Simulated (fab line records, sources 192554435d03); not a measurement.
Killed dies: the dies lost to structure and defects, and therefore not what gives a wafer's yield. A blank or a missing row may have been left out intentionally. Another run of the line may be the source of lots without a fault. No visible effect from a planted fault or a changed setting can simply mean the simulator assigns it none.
fab line records	flow n5Finfet
[record] lots = 5	wafers = 13	lastDay = 18
route steps=1938 shown SD_EPI_N@271 BEOL_M4@1111 PASSIVATION@1936
lots untouched by any fault: they come from a run of this same line in which no faults occurred
startH: the number of hours between the record's first day and the start of the first shown wafer of the lot	waitH: time in hours since the lot's previous step	" unchanged from the row above	L1.1+2: a row that stands for several wafers	- no value, or no start was given	* or withheld: withheld	< > ~ a bound
route shown NAME@n: NAME is a module with steps in the file, n the number in the route of the first one	usual: average and standard deviation across the fault-free wafers	same: alike in all rows	chamber/n: place in a boat	sites: readings site by site	_std_site: the values' standard deviation	_edge_site: inner sites' mean taken away from outer sites' mean	radiusMm: for every site, how far away it sits from the centre of the wafer	mask NAME#n: copy n	behind: tool/chamber where the wafer was last shaped	hold: the reason the lot was held/the length of the hold in hours/how it ended	device: the n, p or np transistor that did not switch	end of line: at the end of the route, the tests of the same wafers	a step with no rows: only its recipe	killed: the dies lost at the first sort to structure and to defects; this is not the yield of the wafer	map: a wafer's dies, x killed, . not, _ none there
set.NAME: setting as actually run; set.NAME@STEP: the setting as run at that earlier step	model.NAME: the simulator's own value behind a step, which no gauge read
lots at some steps of the route; a table a step, a row a wafer
services: a tool's chamber out of use, with start hour (startH, from the record's first day; less than 0 if before it), hours out, and reason
[[steps]]
[step N5_SD_EPI_N_OVL_MEAS_10]
[recipe] pointsPerWafer = 44
[usual] SD_N_BLK_OVL = 0.2/0.72
lot.wafer	tool	chamber	startH	waitH	SD_N_BLK_OVL[nm]
L159.1	overlay-02	0	74.30	0.0	0.3
L159.4	"	0	"	"	-0.1
L159.6	"	0	"	"	-1.0
L168.1	overlay-02	0	129.06	0.0	-0.1
L171.2	overlay-01	0	145.61	0.0	0.5
L171.4	"	0	"	"	0.4
L171.5	"	0	"	"	0.9
L175.1	overlay-02	0	168.91	0.0	0.8
L175.3	"	0	"	"	2.0
L175.4	"	0	"	"	0.3
L176.1	overlay-02	0	173.97	0.0	1.8
L176.3	"	0	"	"	1.0
L176.4	"	0	"	"	1.5
[step N5_SD_EPI_N_INSPECT_11]
[recipe] mode = adi	inspectInstrument = macro
[usual] rawDefectCount = 2.1/1.4
lot.wafer	tool	chamber	startH	waitH	rawDefectCount
L159.1	defectInspect-02	-	74.32	0.0	1
L159.4	"	-	"	"	1
L159.6	"	-	"	"	1
L168.1	defectInspect-02	-	129.09	0.0	1
L171.2	defectInspect-02	-	145.63	0.0	2
L171.4	"	-	"	"	2
L171.5	"	-	"	"	0
L175.1	defectInspect-01	-	168.93	0.0	1
L175.3	"	-	"	"	0
L175.4	"	-	"	"	3
L176.1	defectInspect-02	-	174.00	0.0	2
L176.3	"	-	"	"	1
L176.4	"	-	"	"	1
[step N5_SD_EPI_N_DESCUM_14]
[recipe] chemistry = O2	timeS = 7.9	sourcePowerW = 50	biasPowerW = 20	pressureMtorr = 20	rfFrequencyHz = 2.712e+07	tempC = 40	resist = CAR-ArF-block	o2FlowSccm = 225
[usual] drypumpMotorCurrentA = 5.9/0.5	oesProductAu = 0.78/0.078	rfVppV = 243.8/1.4	showerheadPlenumPTorr = 2.14/0.069	throttleValvePct = 20.42/0.19
[same] timeS = 7.9
lot.wafer	tool	chamber	startH	waitH	drypumpMotorCurrentA	oesProductAu	rfHoursCounterH	rfVppV	showerheadPlenumPTorr	throttleValvePct
L159.1	rieDiel-03	2	74.36	0.0	5.8	0.67	247	242.5	1.97	20.92
L159.4	"	3	"	"	6.1	0.80	112	242.8	2.10	20.42
L159.6	"	2	"	"	5.8	0.67	-	240.0	1.97	20.93
L168.1	rieDiel-05	2	129.12	0.0	5.9	0.71	210	242.9	2.17	20.25
L171.2	rieDiel-05	2	145.96	0.3	5.9	0.72	214	242.6	2.17	20.24
L171.4	"	1	"	"	5.0	0.90	34	243.2	2.06	20.29
L171.5	"	2	"	"	5.9	0.71	-	244.6	2.17	20.26
L175.1	rieDiel-03	1	169.07	0.1	6.7	0.74	173	243.6	2.17	20.10
L175.3	"	2	"	"	5.8	0.90	27	245.4	2.23	20.57
L175.4	"	3	"	"	6.2	0.76	-	242.1	2.09	20.48
L176.1	rieDiel-02	2	174.03	0.0	6.1	0.70	247	240.1	1.97	20.74
L176.3	"	1	"	"	5.0	0.89	35	241.5	2.05	20.32
L176.4	"	0	"	"	6.2	0.73	180	243.3	2.17	20.41
[step N5_SD_EPI_N_ETCH_34]
[recipe] chemistry = CF4	target = SiARC	targetDepthA = 455	maskMaterial = CAR-ArF-block	timeS = 75.8	ionEnergyEv = 80	pressureMtorr = 40	sourceW = 545	biasW = 36	Ar_flow_sccm = 100	cf4FlowSccm = 100	ends = cleared
[step N5_SD_EPI_N_ETCH_35]
[recipe] chemistry = N2/H2	target = SOC	overetchA = 1080	maskMaterial = SiARC	tempC = 40	ionEnergyEv = 100	sourceW = 3000	biasW = 133	pressureMtorr = 20	timeS = 486	n2FlowSccm = 200	h2FlowSccm = 200
[usual] drypumpMotorCurrentA = 5.9/0.5	oesProductAu = 0.70/0.065	rfVppV = 241.4/1.3	showerheadPlenumPTorr = 2.60/0.088	throttleValvePct = 23.8/0.33
[same] timeS = 486
lot.wafer	tool	chamber	startH	waitH	drypumpMotorCurrentA	oesProductAu	rfHoursCounterH	rfVppV	showerheadPlenumPTorr	throttleValvePct
L159.1	rieDiel-03	2	74.45	0.0	5.8	0.61	247	238.6	2.40	24.5
L159.4	"	3	"	"	6.2	0.71	112	238.7	2.55	23.7
L159.6	"	2	"	"	5.8	0.61	-	238.7	2.40	24.5
L168.1	rieDiel-05	2	129.21	0.0	5.9	0.64	210	242.3	2.62	23.4
L171.2	rieDiel-05	2	146.05	0.0	6.0	0.64	214	242.0	2.62	23.4
L171.4	"	1	"	"	4.9	0.80	34	239.1	2.47	23.3
L171.5	"	2	"	"	5.9	0.64	-	242.6	2.62	23.4
L175.1	rieDiel-03	1	169.16	0.0	6.7	0.67	173	242.2	2.64	23.3
L175.3	"	2	"	"	5.8	0.79	27	242.4	2.71	24.2
L175.4	"	3	"	"	6.2	0.68	-	242.1	2.53	23.8
L176.1	rieDiel-02	2	174.12	0.0	6.0	0.62	247	239.0	2.39	24.0
L176.3	"	1	"	"	5.0	0.79	35	240.0	2.49	23.9
L176.4	"	0	"	"	6.2	0.65	180	240.6	2.63	23.8
[step N5_SD_EPI_N_STRIP_36]
[recipe] chemistry = N2/H2	tempC = 40	n2FlowSccm = 200	h2FlowSccm = 200	rfFrequencyHz = 6e+07
[step N5_SD_EPI_N_ETCHBACK_44]
[recipe] chemistry = CH3F/O2	mode = anisotropicEtchback	target = SiNx	targetDepthA = 145	stopOn = SiO2	overEtchFrac = 0.3	ionEnergyEv = 120	pressureMtorr = 30	sourceW = 395	biasW = 73	Ar_flow_sccm = 150	CH3F_flow_sccm = 30	O2_flow_sccm = 20
[usual] drypumpMotorCurrentA = 5.9/0.5	oesProductAu = 0.67/0.062	rfVppV = 299/3.2	showerheadPlenumPTorr = 2.05/0.067	throttleValvePct = 16.35/0.2
lot.wafer	tool	chamber	startH	waitH	drypumpMotorCurrentA	oesProductAu	rfHoursCounterH	rfVppV	showerheadPlenumPTorr	throttleValvePct
L159.1	rieDiel-03	2	74.77	0.0	5.8	0.59	247	292	1.89	16.84
L159.4	"	3	"	"	6.1	0.68	113	293	2.01	16.32
L159.6	"	2	"	"	5.8	0.59	-	295	1.89	16.83
L168.1	rieDiel-05	2	129.54	0.0	5.9	0.61	210	300	2.06	16.16
L171.2	rieDiel-05	2	146.38	0.0	5.9	0.61	214	298	2.06	16.18
L171.4	"	1	"	"	4.9	0.77	34	296	1.96	16.12
L171.5	"	2	"	"	5.9	0.61	-	299	2.06	16.16
L175.1	rieDiel-03	1	169.48	0.0	6.7	0.64	173	300	2.07	16.07
L175.3	"	2	"	"	5.8	0.76	27	297	2.13	16.42
L175.4	"	3	"	"	6.2	0.65	-	293	2.00	16.39
L176.1	rieDiel-02	2	174.45	0.0	6.0	0.59	247	295	1.89	16.75
L176.3	"	1	"	"	5.0	0.76	35	296	1.95	16.17
L176.4	"	0	"	"	6.2	0.63	180	304	2.08	16.42
[step N5_SD_EPI_N_ETCH_45]
[recipe] chemistry = CH3F/O2	target = SiOCN	targetDepthA = 60	maskMaterial = SOC	ionEnergyEv = 60	biasW = 29	pressureMtorr = 15	sourceW = 410	Ar_flow_sccm = 150	CH3F_flow_sccm = 30	O2_flow_sccm = 20
[usual] drypumpMotorCurrentA = 5.9/0.5	oesProductAu = 0.78/0.075	rfVppV = 127.9/0.97	showerheadPlenumPTorr = 2.04/0.067	throttleValvePct = 23.32/0.22
lot.wafer	tool	chamber	startH	waitH	drypumpMotorCurrentA	oesProductAu	rfHoursCounterH	rfVppV	showerheadPlenumPTorr	throttleValvePct
L159.1	rieDiel-03	2	74.87	0.1	5.8	0.68	247	127.3	1.88	23.85
L159.4	"	3	"	"	6.1	0.80	113	128.6	2.00	23.33
L159.6	"	2	"	"	5.8	0.67	-	127.3	1.88	23.84
L168.1	rieDiel-05	2	129.64	0.1	5.9	0.71	210	127.7	2.05	23.01
L171.2	rieDiel-05	2	146.48	0.1	5.9	0.71	214	128.0	2.05	23.01
L171.4	"	1	"	"	4.9	0.90	34	127.6	1.95	23.16
L171.5	"	2	"	"	5.9	0.70	-	128.0	2.05	22.99
L175.1	rieDiel-03	1	169.58	0.1	6.7	0.74	173	129.3	2.07	22.99
L175.3	"	2	"	"	5.8	0.88	27	128.6	2.12	23.53
L175.4	"	3	"	"	6.2	0.76	-	127.5	1.99	23.39
L176.1	rieDiel-02	2	174.55	0.1	6.1	0.69	247	125.3	1.88	23.71
L176.3	"	1	"	"	5.0	0.88	35	125.6	1.95	23.18
L176.4	"	0	"	"	6.2	0.73	180	129.0	2.08	23.41
[step N5_SD_EPI_N_ETCH_16]
[recipe] chemistry = CHF3/O2	target = SiO2	targetDepthA = 50	maskMaterial = SOC	pressureMtorr = 30	sourceW = 650	biasW = 170	Ar_flow_sccm = 200	CHF3_flow_sccm = 50	O2_flow_sccm = 5	ionEnergyEv = 200
[usual] drypumpMotorCurrentA = 5.9/0.5	oesProductAu = 0.78/0.075	rfVppV = 527/5.7	showerheadPlenumPTorr = 2.46/0.079	throttleValvePct = 18.90/0.21
lot.wafer	tool	chamber	startH	waitH	drypumpMotorCurrentA	oesProductAu	rfHoursCounterH	rfVppV	showerheadPlenumPTorr	throttleValvePct
L159.1	rieDiel-03	2	74.97	0.1	5.8	0.67	247	518	2.28	19.37
L159.4	"	3	"	"	6.1	0.79	113	518	2.42	18.85
L159.6	"	2	"	"	5.8	0.67	-	516	2.28	19.38
L168.1	rieDiel-05	2	129.74	0.1	5.9	0.70	210	528	2.48	18.70
L171.2	rieDiel-05	2	146.58	0.1	6.0	0.71	214	528	2.48	18.69
L171.4	"	1	"	"	4.9	0.89	34	521	2.36	18.68
L171.5	"	2	"	"	6.0	0.71	-	529	2.48	18.69
L175.1	rieDiel-03	1	169.68	0.1	6.7	0.74	173	527	2.50	18.59
L175.3	"	2	"	"	5.8	0.90	27	525	2.55	19.02
L175.4	"	3	"	"	6.2	0.76	-	517	2.41	18.94
L176.1	rieDiel-02	2	174.65	0.1	6.0	0.69	247	523	2.28	19.29
L176.3	"	1	"	"	5.0	0.87	35	520	2.35	18.72
L176.4	"	0	"	"	6.2	0.73	180	537	2.51	18.95
[step N5_SD_EPI_N_STRIP_47]
[recipe] chemistry = CHF3/O2	resist = SiARC	rfFrequencyHz = 6e+07
[step N5_SD_EPI_N_SD_RECESS_17]
[recipe] chemistry = HBr/Cl2/O2	targetDepthA = 410	maskMaterial = SOC	timeS = 23.7	btTimeS = 3	pressureMtorr = 10	icpW = 800	biasW = 112	HBr_flow_sccm = 150	Cl2_flow_sccm = 80	O2_flow_sccm = 12
[step N5_SD_EPI_N_STRIP_38]
[recipe] chemistry = N2/H2	powerW = 1000	tempC = 250	h2Frac = 0.65	overashFraction = 0.3	pressureMtorr = withheld	n2FlowSccm = 1750	h2FlowSccm = 3250
[step N5_SD_EPI_N_WET_ETCH_43]
[recipe] chemistry = dHF	dilution = withheld	timeS = 14	target = SiO2	targetDepthA = 15	tempC = 25
lot.wafer	tool	chamber	startH	waitH	model.SiNx_of_SPACER0_ALD_08.thkNm
L159.1+4+6	wetBench-05	6,3,1	75.23	-	1.6
L168.1	wetBench-05	2	129.99	-	1.8
L171.2+4+5	wetBench-03	2,5,3	146.85	-	1.6
L175.1+3+4	wetBench-06	4,0,1	169.94	-	1.6
L176.1+3+4	wetBench-03	1,7,6	174.90	-	1.6
[step N5_SD_EPI_N_STRIP_18]
[recipe] chemistry = SPM	timeS = 750	tempC = 130	h2so4H2o2VolRatio = 4
[step N5_BEOL_M4_RC_MEAS_101]
[usual] DIBL_N = 36.4/1.4	DIBL_P = 36.4/1.5	IOFF_N = 0.156/0.022	IOFF_P = 0.210/0.023	ION_N = 675/9.1	ION_P = 463/5.7	SS_N = 71.6/0.45	SS_P = 73.3/0.56	VT_N = 250/3.1	VT_P = -250.3/2.3
lot.wafer	tool	chamber	startH	waitH	DIBL_N[mV/V]	DIBL_P[mV/V]	IOFF_N[nA/um]	IOFF_P[nA/um]	ION_N[uA/um]	ION_P[uA/um]	SS_N[mV/dec]	SS_P[mV/dec]	VT_N[mV]	VT_P[mV]
L159.1	prober-01	0	221.76	0.0	35.4	36.8	0.149	0.233	678	475	71.1	73.1	251	-244.7
L159.4	"	0	"	"	33.7	34.5	0.114	0.180	666	463	70.5	73.1	255	-251.8
L159.6	"	0	"	"	35.0	36.3	0.133	0.213	684	474	70.6	73.4	253	-250.0
L168.1	prober-01	0	275.01	0.0	39.2	36.8	0.171	0.245	678	464	70.6	73.8	249	-249.2
L171.2	prober-01	0	289.78	0.2	38.1	38.4	0.167	0.220	678	463	71.5	73.4	249	-250.6
L171.4	"	0	"	"	38.1	39.1	0.174	0.231	682	470	71.3	73.8	251	-248.8
L171.5	"	0	"	"	38.7	39.1	0.185	0.227	684	466	72.0	72.6	248	-251.4
L175.1	prober-02	0	315.33	0.0	33.9	33.7	0.121	0.188	673	464	70.9	73.8	250	-250.0
L175.3	"	0	"	"	36.1	36.5	0.162	0.218	678	469	72.2	73.7	252	-247.1
L175.4	"	0	"	"	34.8	34.6	0.134	0.194	666	462	70.8	72.9	252	-249.0
L176.1	prober-01	0	317.48	0.0	39.6	39.2	0.214	0.253	692	468	72.1	74.1	246	-248.8
L176.3	"	0	"	"	38.3	38.4	0.193	0.231	689	468	71.8	73.4	247	-248.4
L176.4	"	0	"	"	37.3	36.2	0.175	0.206	678	461	71.2	73.4	248	-250.1
[step N5_PASSIVATION_PROBE_49]
[usual] defectLimitedYield = 91.5/1.3	killed_at_M0_to_M3 = 33/10	killed_at_M4_up = 13/4	killedAtContacts = 12/6.3	killedAtFrontEnd = 39/11	killedAtOther = 3.4/2.6	killedDies = 100/15	killedOpen = 65/11	killedShort = 34/7.8	sort_bin_5_function = 5.0/0.89	sort_bin_6_memory = 3.2/0.58	sortNPass = 1080/15	sortYieldPct = 91.5/1.3
[same] grossDies = 1180	killedAtBackSide = 0	sort_bin_4_leakage[%] = 0	sort_bin_8_speed[%] = 0
lot.wafer	tool	chamber	startH	waitH	defectLimitedYield[%]	killed_at_M0_to_M3	killed_at_M4_up	killedAtContacts	killedAtFrontEnd	killedAtOther	killedDies	killedOpen	killedShort	sort_bin_5_function[%]	sort_bin_6_memory[%]	sortNPass	sortYieldPct[%]
L171.2	prober-02	-	394.43	0.1	91.2	38	9	8	38	11	104	62	41	5.0	3.5	1076	91.2
L171.4	prober-02	-	394.53	0.2	92.2	38	6	11	36	1	92	53	37	4.4	3.1	1088	92.2
L171.5	prober-02	-	394.58	0.2	90.5	52	12	5	37	6	112	65	45	5.3	3.9	1068	90.5
// killed by level:class
L171.2 BEOL_M0_SAQP:geometricParticle:short=13 BEOL_M2:geometricParticle:open=9 MOL_CONTACT_COAG:geometricParticle:open=8 BEOL_M0_SAQP:geometricParticle:open=8 BEOL_M4:geometricParticle:open=6 FIN_SAQP:geometricParticle:short=5 GATE_CUT:geometricParticle:short=5 STARTING-WAFER:geometricParticle:short=5
L171.4 FIN_SAQP:geometricParticle:short=10 BEOL_M3:geometricParticle:open=10 BEOL_M0_SAQP:geometricParticle:short=9 FIN_SAQP:geometricParticle:open=8 MOL_CONTACT_COAG:geometricParticle:open=8 GATE_CUT:geometricParticle:short=6 BEOL_M0_SAQP:geometricParticle:open=6 BEOL_M1:geometricParticle:open=5
L171.5 BEOL_M0_SAQP:geometricParticle:short=14 BEOL_M0_SAQP:geometricParticle:open=12 BEOL_M3:geometricParticle:open=10 FIN_SAQP:geometricParticle:short=8 STI_FIN_REVEAL:geometricParticle:open=7 BEOL_M1:geometricParticle:open=7 STI_FIN_REVEAL:geometricParticle:short=5 BEOL_M3:geometricParticle:short=5
[[services]]
tool	chamber	startH	hours	kind
rieDiel-03	2	82.90	-	clean
rieDiel-03	2	82.90	-	consumableReplace:focusRing
rieDiel-03	2	82.90	-	consumableReplace:showerhead
rieDiel-03	2	82.90	22.0	scheduledDown
rieDiel-03	2	82.90	22.0	ventCycle
rieDiel-03	-	99.11	2.8	pm
wetBench-03	-	122.01	0.5	repair
rieDiel-02	3	127.94	2.0	repair
rieDiel-03	0	136.43	-	clean
rieDiel-03	0	136.43	-	consumableReplace:focusRing
rieDiel-03	0	136.43	34.1	scheduledDown
rieDiel-03	0	136.43	34.1	ventCycle
wetBench-05	-	149.47	1.5	repair
[[key]]
firstSign none at tools or gauges
[modelEffect] step = N5_SD_EPI_N_WET_ETCH_43	value = SiNx_of_SPACER0_ALD_08.thkNm	without = 1.4	struck = 1.8
metAt N5_SD_EPI_N_WET_ETCH_43
struckWafers L168.1
onsetBetween 75.23 129.99
[fault] kind = processParameterDrift	tool = wetBench-05	chamber = -	onsetH = 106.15	steps = N5_SD_EPI_N_WET_ETCH_43	channel = timeS	offset = *	shape = step	endH = 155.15	actsIn = *	stated = *
